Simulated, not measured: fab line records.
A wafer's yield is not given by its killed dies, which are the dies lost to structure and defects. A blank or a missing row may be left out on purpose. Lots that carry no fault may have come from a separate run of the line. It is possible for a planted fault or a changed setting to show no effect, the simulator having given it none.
A struck lot beside a sound one ; flow n5_finfet ; 14 steps out of a route of 1938
Sound: these wafers, L890.2, L890.3, L890.5. Wafers L903.1, L903.3, L903.6 were the ones struck. Last of all comes the cause.
At each step with rows: each side's tool, then ch and its chambers, then its first start. Under that, the readings that differ: sound wafers ; struck wafers ; difference of the means ; sigmas: that difference in standard deviations of wafers without a fault.
alike: same words and numbers on both sides, and readings whose means sit less than 2 such deviations apart. not compared: any withheld reading, any reading some wafer has no value for, any bound like >300 that may hide the same value, and any number with overlapping values for which the record gives no deviation.
A row with sigmas, a row that says differs or no value, or rows on one side alone: a step with any of these is where the two part. Non-overlapping numbers with no deviation appear without sigmas and do not part them. Lack of a reading on every wafer of one side parts them only where that side has two or more wafers.

N5_BEOL_M0_SAQP_HM_DEP_02: deposits TiN, target thk 12 nm.
  struck on pvd_sputter-01, day 8 23:04; sound on pvd_sputter-02, day 5 23:49
  alike: throttle_valve_pct
N5_BEOL_M0_SAQP_PECVD_03: deposits SiCN from 3MS/NH3, target thk 12 nm, time 21.1 s.
  sound on pecvd-04 ch 0,2, day 5 23:56; struck on pecvd-04 ch 0,2, day 8 23:11
  alike: chamber_pressure_Torr, showerhead_plenum_p_Torr, throttle_valve_pct
N5_BEOL_M0_SAQP_PECVD_96: deposits a-Si from SiH4/He, target thk 45 nm, time 45.2 s.
  sound on pecvd-04 ch 0,2, day 5 23:58; struck on pecvd-04 ch 0,2, day 8 23:13
  alike: chamber_pressure_Torr, heater_power_w, showerhead_plenum_p_Torr, throttle_valve_pct
N5_BEOL_M0_SAQP_PECVD_97: deposits SiNx from SiH4/NH3/N2, target thk 23 nm, time 19.9 s.
  sound on pecvd-04 ch 0,2, day 6 00:00; struck on pecvd-04 ch 0,2, day 8 23:15
  alike: chamber_pressure_Torr, heater_power_w, showerhead_plenum_p_Torr, throttle_valve_pct
then, 1 step without rows for these wafers: N5_BEOL_M0_SAQP_PECVD_04 (deposits a-Si from SiH4/He, target thk 60 nm, time 60.2 s).
N5_BEOL_M0_SAQP_THK_MEAS_05:
  struck on film_metro-01, day 8 23:23; sound on film_metro-02, day 6 00:08
  alike: thk_nm
N5_BEOL_M0_SAQP_HM_DEP_111: deposits SiO2 from SiH4/N2O, target thk 12 nm, time 7.2 s.
  sound on pecvd-01 ch 0,1,2, day 6 00:10; struck on pecvd-04 ch 0,2, day 8 23:26
  alike: chamber_pressure_Torr, heater_power_w, showerhead_plenum_p_Torr
then, 5 steps without rows for these wafers: N5_BEOL_M0_SAQP_COAT_81 (time 60 s, resist thk 100 nm); N5_BEOL_M0_SAQP_COAT_82 (time 60 s, resist thk 30 nm); N5_BEOL_M0_SAQP_COAT_08 (resist thk 90 nm); N5_BEOL_M0_SAQP_EBR_10; N5_BEOL_M0_SAQP_SOFTBAKE_09 (time 60 s).
N5_BEOL_M0_SAQP_EXPOSE_11: exposes mask M0 CORE, target cd 42 nm.
  sound on arfi_scanner-03 ch 0, day 6 00:30; struck on arfi_scanner-03, day 8 23:37
  no value came back on the struck wafers for dipole_opening_deg (degrees), exposure_dose_mJ_cm2, focus_offset_nm (nm), na; on the sound wafers dipole_opening_deg (degrees) reads 40 40 40
  alike: mask
then, 1 step without rows for these wafers: N5_BEOL_M0_SAQP_PEB_12 (peb time 60 s).

== WHERE THEY PART ==
At N5_BEOL_M0_SAQP_EXPOSE_11 and nowhere else, as far as this record goes.

WHY: whatever the simulator had introduced
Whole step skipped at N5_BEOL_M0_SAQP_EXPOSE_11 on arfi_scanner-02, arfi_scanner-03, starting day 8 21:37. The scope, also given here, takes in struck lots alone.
